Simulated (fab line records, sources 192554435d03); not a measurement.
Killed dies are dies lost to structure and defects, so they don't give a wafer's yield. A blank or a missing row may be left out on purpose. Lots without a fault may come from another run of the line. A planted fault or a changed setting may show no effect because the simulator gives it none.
fab line records | flow n5_finfet
record lots=7 wafers=21
route steps=1938 shown BEOL_M3@977 BEOL_M4@1028 BEOL_M5@1157
start_h: hours from the record's first day to the start of the lot's first wafer shown | wait_h: hours since the lot's step before | " the same as in the row above | L1.1+2: a row that stands for several wafers | - no value, or no start given | * or withheld: withheld | < > ~ a bound
route shown NAME@n: a module of which the file shows steps, and the number in the route of the first | usual: mean/standard deviation of fault-free wafers | same: alike in all rows | chamber/n: place in a boat | sites: the reading at each site | _std_site: their standard deviation | _edge_site: outer sites' mean less inner sites' | radius_mm: how far each site lies from the wafer's centre | mask NAME#n: copy n | behind: the tool/chamber that last shaped the wafer | hold: why the lot was held/for how many hours/how that ended | device: the transistor (n, p or np) that didn't switch | end of line: the same wafers' tests at the end of the route | a step without rows: its recipe alone | killed: dies lost to structure and defects at the first sort, not the wafer's yield | map: a wafer's dies, x killed, . not, _ none there
set.NAME: the setting as run; set.NAME@STEP: as run at that earlier step | model.NAME: the simulator's own value behind a step, which no gauge read
lots whose settings were changed on purpose; a table a step, a row a wafer
## steps
# step N5_BEOL_M3_VIA_ETCH_34
# recipe chemistry=C4F6/O2 target_depth_a=694 mask_material=SOC pressure_mtorr=15 ion_energy_ev=250 taper_deg=4 time_s=65.9 source_w=350 bias_w=170 Ar_flow_sccm=300 C4F6_flow_sccm=10 O2_flow_sccm=10
# columns lot.wafer tool chamber start_h wait_h set.time_s model.etch.depth_nm model.SOC_of_BEOL_M3_COAT_67.thk_nm
L077.1 rie_diel-01 2 170.30 0.0 65.9 69.36 51.8
L077.4 " 0 " " 65.9 68.52 52
L077.5 " 2 " " 53.56 56.21 53.4
L081.2 rie_diel-01 3 195.76 0.0 55.42 58.78 53.2
L081.4 " 2 " " 65.9 69.51 52
L081.6 " 3 " " 55.42 58.71 53.2
L083.2 rie_diel-01 0 198.45 0.0 76.51 80.93 50.6
L083.5 " 1 " " 76.51 80.06 50.8
L083.6 " 0 " " 76.51 81.27 50.6
L084.2 rie_diel-01 1 205.43 0.0 65.9 68.03 52.2
L084.3 " 0 " " 72.64 76.7 51.2
L084.4 " 3 " " 65.9 70.8 51.6
L086.3 rie_diel-01 0 216.60 0.0 65.9 69.54 52
L086.4 " 2 " " 65.9 70.26 51.8
L086.5 " 3 " " 65.9 69.78 51.8
L089.1 rie_diel-01 1 240.93 0.0 65.9 68.14 52.2
L089.5 " 1 " " 65.9 67.56 52.2
L089.6 " 0 " " 65.9 68.13 52.4
L097.1 rie_diel-01 1 304.84 0.0 65.9 69.06 52.2
L097.3 " 3 " " 55.3 58.34 53.2
L097.6 " 2 " " 55.3 58.45 53.4
# step N5_BEOL_M4_COAT_05
# recipe resist=CAR-EUV spin_rpm=1500 resist_thk_nm=30
# columns lot.wafer tool chamber start_h wait_h set.spin_rpm model.CAR-EUV_of_BEOL_M4_COAT_05.thk_nm
L077.1+4+5 litho_track-01 0 - - 1500 30
L081.2+4+6 litho_track-01 0 - - 1500 30.2
L083.2+5 litho_track-04 0 - - 1629 28.8
L083.6 " 0 " " 1500 30
L084.2+4 litho_track-01 0 - - 1500 30.2
L084.3 " 0 " " 1500 30
L086.3+4+5 litho_track-04 0 - - 1500 30
L089.1+5+6 litho_track-01 0 - - 1500 30
L097.1 litho_track-01 0 - - 1597 29
L097.3 " 0 " " 1500 29.8
L097.6 " 0 " " 1500 30
# step N5_BEOL_M4_EBR_07
# recipe solvent=PGMEA ebr_width_mm=1.5
# step N5_BEOL_M4_SOFTBAKE_06
# recipe temp_c=110 time_s=60 resist=CAR-EUV
# step N5_BEOL_M4_EXPOSE_08
# recipe mask_id=M4 na=0.33 source_shape=dipole sigma_inner=0.369 sigma_outer=0.767 polarization=unpolarized dose_mj=41.25
# step N5_BEOL_M4_PEB_09
# recipe peb_temp_c=100 peb_time_s=60 resist=CAR-EUV
# step N5_BEOL_M4_DEVELOP_10
# recipe develop_time_s=30 developer=TMAH resist=CAR-EUV rinse_liquid=surfactant_rinse dry=air_spin dev_temp_c=23
# columns lot.wafer tool chamber start_h wait_h set.spin_rpm@BEOL_M4_COAT_05 model.CAR-EUV_of_BEOL_M4_COAT_05.thk_nm
L077.1+4 litho_track-03 0 - - 1500 29.6
L077.5 " 0 " " 1500 29.4
L081.2+4+6 litho_track-03 0 - - 1500 29.6
L083.2 litho_track-04 0 - - 1629 28.4
L083.5 " 0 " " 1629 28.2
L083.6 " 0 " " 1500 29.6
L084.2+3+4 litho_track-03 0 - - 1500 29.6
L086.3+4 litho_track-04 0 - - 1500 29.4
L086.5 " 0 " " 1500 29.6
L089.1+5+6 litho_track-04 0 - - 1500 29.6
L097.1 litho_track-04 0 - - 1597 28.6
L097.3 " 0 " " 1500 29.4
L097.6 " 0 " " 1500 29.6
# step N5_BEOL_M4_DESCUM_16
# recipe chemistry=O2 time_s=7 source_power_w=50 bias_power_w=20 pressure_mtorr=20 rf_frequency_hz=2.712e+07 temp_c=40 resist=CAR-EUV o2_flow_sccm=225
# columns lot.wafer tool chamber start_h wait_h set.time_s set.spin_rpm@BEOL_M4_COAT_05 model.CAR-EUV_of_BEOL_M4_COAT_05.thk_nm
L077.1+4+5 rie_diel-05 1,0,2 178.07 0.5 7 1500 26
L081.2+4 rie_diel-06 1 206.49 0.0 6.565 1500 26.4
L081.6 " 3 " " 7 1500 26
L083.2 rie_diel-06 3 209.15 0.2 7 1629 24.8
L083.5 " 3 " " 8.429 1629 24
L083.6 " 2 " " 7 1500 26.2
L084.2+4 rie_diel-05 1 212.26 0.1 8.107 1500 25.6
L084.3 " 1 " " 7 1500 26
L086.3+5 rie_diel-05 2,1 222.86 0.0 8.059 1500 25.4
L086.4 " 2 " " 7 1500 26
L089.1 rie_diel-04 1 248.26 0.2 7 1500 26.2
L089.5+6 " 0,3 " " 7 1500 26
L097.1 rie_diel-04 3 312.88 0.1 7 1597 25
L097.3 " 1 " " 7 1500 26
L097.6 " 1 " " 7.577 1500 25.8
# step N5_BEOL_M4_ETCH_74
# recipe chemistry=N2/H2 target=underlayer target_depth_a=65 mask_material=CAR-EUV time_s=5.2 ion_energy_ev=200 pressure_mtorr=30 source_w=840 bias_w=150 n2_flow_sccm=200 h2_flow_sccm=200 ends=cleared
# columns lot.wafer tool chamber start_h wait_h set.spin_rpm@BEOL_M4_COAT_05 set.time_s@BEOL_M4_DESCUM_16 model.CAR-EUV_of_BEOL_M4_COAT_05.thk_nm
L077.1 rie_diel-05 1 178.11 0.0 1500 7 20.2
L077.4+5 " 0,2 " " 1500 7 20.4
L081.2+4 rie_diel-06 1 206.52 0.0 1500 6.565 20.6
L081.6 " 3 " " 1500 7 20.4
L083.2 rie_diel-06 3 209.19 0.0 1629 7 19
L083.5 " 3 " " 1629 8.429 18.2
L083.6 " 2 " " 1500 7 20.4
L084.2+4 rie_diel-05 1 212.36 0.1 1500 8.107 19.8
L084.3 " 1 " " 1500 7 20.4
L086.3+5 rie_diel-05 2,1 222.90 0.0 1500 8.059 19.8
L086.4 " 2 " " 1500 7 20.4
L089.1+5+6 rie_diel-04 1,0,3 248.29 0.0 1500 7 20.4
L097.1 rie_diel-04 3 312.91 0.0 1597 7 19.4
L097.3 " 1 " " 1500 7 20.2
L097.6 " 1 " " 1500 7.577 20
# step N5_BEOL_M4_ETCH_63
# recipe chemistry=CF4 target=SiARC target_depth_a=156 mask_material=CAR-EUV time_s=26 ion_energy_ev=80 pressure_mtorr=40 source_w=545 bias_w=36 Ar_flow_sccm=100 cf4_flow_sccm=100 ends=cleared
# columns lot.wafer tool chamber start_h wait_h set.spin_rpm@BEOL_M4_COAT_05 set.time_s@BEOL_M4_DESCUM_16 model.CAR-EUV_of_BEOL_M4_COAT_05.thk_nm
L077.1+5 rie_diel-05 1,2 178.12 0.0 1500 7 11
L077.4 " 0 " " 1500 7 11.2
L081.2+4 rie_diel-06 1 206.54 0.0 1500 6.565 11.4
L081.6 " 3 " " 1500 7 11.2
L083.2 rie_diel-06 3 209.20 0.0 1629 7 9.8
L083.5 " 3 " " 1629 8.429 9
L083.6 " 2 " " 1500 7 11.2
L084.2+4 rie_diel-05 1 212.41 0.0 1500 8.107 10.6
L084.3 " 1 " " 1500 7 11.2
L086.3+5 rie_diel-05 2,1 222.91 0.0 1500 8.059 10.4
L086.4 " 2 " " 1500 7 11
L089.1+5+6 rie_diel-04 1,0,3 248.31 0.0 1500 7 11.2
L097.1 rie_diel-04 3 312.93 0.0 1597 7 10.2
L097.3 " 1 " " 1500 7 11
L097.6 " 1 " " 1500 7.577 10.8
# step N5_BEOL_M4_COAT_22
# recipe resist=CAR-EUV spin_rpm=1500 resist_thk_nm=30
# columns lot.wafer tool chamber start_h wait_h set.spin_rpm model.CAR-EUV_of_BEOL_M4_COAT_22.thk_nm
L077.1+4 litho_track-04 0 - - 1615 28.8
L077.5 " 0 " " 1500 30
L081.2 litho_track-04 0 - - 1426 31
L081.4 " 0 " " 1426 30.6
L081.6 " 0 " " 1500 30
L083.2 litho_track-03 0 - - 1414 30.8
L083.5+6 " 0 " " 1500 30
L084.2+3+4 litho_track-03 0 - - 1500 29.8
L086.3 litho_track-03 0 - - 1500 30
L086.4+5 " 0 " " 1500 29.8
L089.1 litho_track-03 0 - - 1500 30.2
L089.5+6 " 0 " " 1500 30
L097.1+3+6 litho_track-03 0 - - 1500 30
# step N5_BEOL_M4_EXPOSE_25
# recipe mask_id=V3 na=0.33 source_shape=quasar sigma_inner=0.2 sigma_outer=0.8 polarization=unpolarized defocus_nm=5 dose_mj=63
# columns lot.wafer tool chamber start_h wait_h mask set.dose_mj
L077.1+4 euv_scanner-02 0 178.91 - V3#0 60.79
L077.5 " 0 " " V3#0 63
L081.2+6 euv_scanner-01 0 207.37 - V3#0 63
L081.4 " 0 " " V3#0 66.35
L083.2+5+6 euv_scanner-02 0 210.05 - V3#0 63
L084.2 euv_scanner-02 0 213.40 - V3#0 63
L084.3+4 " 0 " " V3#0 59.07
L086.3+5 euv_scanner-01 0 223.61 - V3#0 64.37
L086.4 " 0 " " V3#0 63
L089.1+5+6 euv_scanner-02 0 248.86 - V3#0 63
L097.1+3 euv_scanner-01 0 313.54 - V3#0 63
L097.6 " 0 " " V3#0 66.67
# step N5_BEOL_M4_PEB_26
# recipe peb_temp_c=100 peb_time_s=60 resist=CAR-EUV
# step N5_BEOL_M4_DEVELOP_27
# recipe develop_time_s=30 developer=TMAH resist=CAR-EUV rinse_liquid=surfactant_rinse dry=air_spin dev_temp_c=23
# step N5_BEOL_M4_CD_MEAS_28
# recipe target_cd_nm=26.2 landing_energy_ev=500 detector=se_inlens target_cd_y_nm=24.1 polarity=opening
# usual cd_nm=26.31/0.23
# columns lot.wafer tool chamber start_h wait_h set.dose_mj@BEOL_M4_EXPOSE_25 cd_nm
L077.1 cd_sem-03 0 179.06 - 60.79 25.83
L077.4 " 0 " " 60.79 25.80
L077.5 " 0 " " 63 26.41
L081.2 cd_sem-03 0 207.50 - 63 26.38
L081.4 " 0 " " 66.35 27.17
L081.6 " 0 " " 63 26.37
L083.2 cd_sem-03 0 210.19 - 63 26.29
L083.5 " 0 " " 63 25.96
L083.6 " 0 " " 63 26.07
L084.2 cd_sem-03 0 213.54 - 63 26.55
L084.3 " 0 " " 59.07 24.82
L084.4 " 0 " " 59.07 25.30
L086.3 cd_sem-02 0 223.74 - 64.37 27.01
L086.4 " 0 " " 63 26.29
L086.5 " 0 " " 64.37 27.09
L089.1 cd_sem-02 0 249.01 - 63 25.96
L089.5 " 0 " " 63 26.82
L089.6 " 0 " " 63 26.03
L097.1 cd_sem-01 0 313.69 - 63 26.56
L097.3 " 0 " " 63 26.29
L097.6 " 0 " " 66.67 27.43
# step N5_BEOL_M4_DESCUM_33
# recipe chemistry=O2 time_s=7 source_power_w=50 bias_power_w=20 pressure_mtorr=20 rf_frequency_hz=2.712e+07 temp_c=40 resist=CAR-EUV o2_flow_sccm=225
# columns lot.wafer tool chamber start_h wait_h set.spin_rpm@BEOL_M4_COAT_22 model.CAR-EUV_of_BEOL_M4_COAT_22.thk_nm
L077.1+4 rie_diel-04 2,1 179.18 0.0 1615 24.8
L077.5 " 3 " " 1500 26
L081.2+4 rie_diel-06 3,2 207.63 0.0 1426 26.8
L081.6 " 3 " " 1500 25.8
L083.2 rie_diel-05 1 210.54 0.3 1414 26.8
L083.5+6 " 1 " " 1500 26
L084.2+4 rie_diel-06 2 214.56 0.9 1500 25.8
L084.3 " 1 " " 1500 26
L086.3+4 rie_diel-04 2,0 223.86 0.0 1500 26
L086.5 " 3 " " 1500 25.8
L089.1+5+6 rie_diel-06 3,3,0 249.23 0.1 1500 26
L097.1+3+6 rie_diel-05 0,2,2 313.99 0.2 1500 26
# step N5_BEOL_M4_ETCH_77
# recipe chemistry=N2/H2 target=underlayer target_depth_a=65 mask_material=CAR-EUV time_s=5.2 ion_energy_ev=200 pressure_mtorr=30 source_w=840 bias_w=150 n2_flow_sccm=200 h2_flow_sccm=200 ends=cleared
# columns lot.wafer tool chamber start_h wait_h set.spin_rpm@BEOL_M4_COAT_22 model.CAR-EUV_of_BEOL_M4_COAT_22.thk_nm
L077.1 rie_diel-04 2 179.21 0.0 1615 19.2
L077.4 " 1 " " 1615 19
L077.5 " 3 " " 1500 20.2
L081.2+4 rie_diel-06 3,2 207.66 0.0 1426 21
L081.6 " 3 " " 1500 20
L083.2 rie_diel-05 1 210.63 0.1 1414 21.2
L083.5+6 " 1 " " 1500 20.2
L084.2+3+4 rie_diel-06 2,1,2 214.61 0.0 1500 20.2
L086.3+4+5 rie_diel-04 2,0,3 223.90 0.0 1500 20.2
L089.1+5 rie_diel-06 3 249.27 0.0 1500 20.2
L089.6 " 0 " " 1500 20.4
L097.1+3 rie_diel-05 0,2 314.03 0.0 1500 20.4
L097.6 " 2 " " 1500 20.2
# step N5_BEOL_M5_VIA_ETCH_34
# recipe chemistry=C4F6/O2 target=SiCOH_lowk target_depth_a=883 mask_material=SOC taper_deg=4 time_s=39.2 ion_energy_ev=250 pressure_mtorr=30 source_w=345 bias_w=185 Ar_flow_sccm=300 C4F6_flow_sccm=10 O2_flow_sccm=10
# columns lot.wafer tool chamber start_h wait_h set.source_w model.etch.depth_nm
L077.1 rie_diel-01 1 190.34 0.0 329.2 84.45
L077.4 " 3 " " 345 88.84
L077.5 " 0 " " 345 87.81
L081.2 rie_diel-03 2 216.84 0.0 345 89.29
L081.4 " 3 " " 384 93.94
L081.6 " 3 " " 384 93.5
L083.2 rie_diel-03 0 222.40 0.0 387.2 93.14
L083.5 " 3 " " 345 90.6
L083.6 " 0 " " 345 88.84
L084.2 rie_diel-03 3 225.30 0.0 345 88.54
L084.3 " 0 " " 345 88.48
L084.4 " 1 " " 382.9 92.5
L086.3 rie_diel-03 2 241.61 0.0 345 87.16
L086.4 " 3 " " 283.5 82.46
L086.5 " 1 " " 283.5 81.18
L089.1 rie_diel-02 0 277.98 0.0 345 85.8
L089.5 " 3 " " 345 87.12
L089.6 " 2 " " 345 88.55
L097.1 rie_diel-01 3 333.08 0.0 311.1 85.83
L097.3 " 2 " " 345 89.85
L097.6 " 1 " " 345 90.87
## key
split step=N5_BEOL_M3_VIA_ETCH_34 setting=time_s stated=65.9 by=wafer
response step=N5_BEOL_M3_VIA_ETCH_34 reading=model.etch.depth_nm change=+0.678 per=1% r=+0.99
response step=N5_BEOL_M3_VIA_ETCH_34 reading=model.SOC_of_BEOL_M3_COAT_67.thk_nm change=-0.0745 per=1% r=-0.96
split step=N5_BEOL_M4_COAT_05 setting=spin_rpm stated=1500 by=wafer
response step=N5_BEOL_M4_COAT_05 reading=model.CAR-EUV_of_BEOL_M4_COAT_05.thk_nm change=-0.139 per=1% r=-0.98
response step=N5_BEOL_M4_DEVELOP_10 reading=model.CAR-EUV_of_BEOL_M4_COAT_05.thk_nm change=-0.147 per=1% r=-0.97
response step=N5_BEOL_M4_DESCUM_16 reading=model.CAR-EUV_of_BEOL_M4_COAT_05.thk_nm change=-0.184 per=1% r=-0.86
response step=N5_BEOL_M4_ETCH_74 reading=model.CAR-EUV_of_BEOL_M4_COAT_05.thk_nm slope=-0.152 per=1% together_with=time_s@BEOL_M4_DESCUM_16 explained=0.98
response step=N5_BEOL_M4_ETCH_63 reading=model.CAR-EUV_of_BEOL_M4_COAT_05.thk_nm slope=-0.152 per=1% together_with=time_s@BEOL_M4_DESCUM_16 explained=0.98
split step=N5_BEOL_M4_DESCUM_16 setting=time_s stated=7 by=wafer
response step=N5_BEOL_M4_DESCUM_16 reading=model.CAR-EUV_of_BEOL_M4_COAT_05.thk_nm slope=-0.0359 per=1% together_with=spin_rpm@BEOL_M4_COAT_05 explained=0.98
response step=N5_BEOL_M4_ETCH_74 reading=model.CAR-EUV_of_BEOL_M4_COAT_05.thk_nm slope=-0.0394 per=1% together_with=spin_rpm@BEOL_M4_COAT_05 explained=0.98
response step=N5_BEOL_M4_ETCH_63 reading=model.CAR-EUV_of_BEOL_M4_COAT_05.thk_nm slope=-0.0394 per=1% together_with=spin_rpm@BEOL_M4_COAT_05 explained=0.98
split step=N5_BEOL_M4_COAT_22 setting=spin_rpm stated=1500 by=wafer
response step=N5_BEOL_M4_COAT_22 reading=model.CAR-EUV_of_BEOL_M4_COAT_22.thk_nm change=-0.153 per=1% r=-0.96
response step=N5_BEOL_M4_DESCUM_33 reading=model.CAR-EUV_of_BEOL_M4_COAT_22.thk_nm change=-0.161 per=1% r=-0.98
response step=N5_BEOL_M4_ETCH_77 reading=model.CAR-EUV_of_BEOL_M4_COAT_22.thk_nm change=-0.165 per=1% r=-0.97
split step=N5_BEOL_M4_EXPOSE_25 setting=dose_mj stated=63 by=wafer
response step=N5_BEOL_M4_CD_MEAS_28 reading=cd_nm change=+0.196 per=1% r=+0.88
split step=N5_BEOL_M5_VIA_ETCH_34 setting=source_w stated=345 by=wafer
response step=N5_BEOL_M5_VIA_ETCH_34 reading=model.etch.depth_nm change=+0.352 per=1% r=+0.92
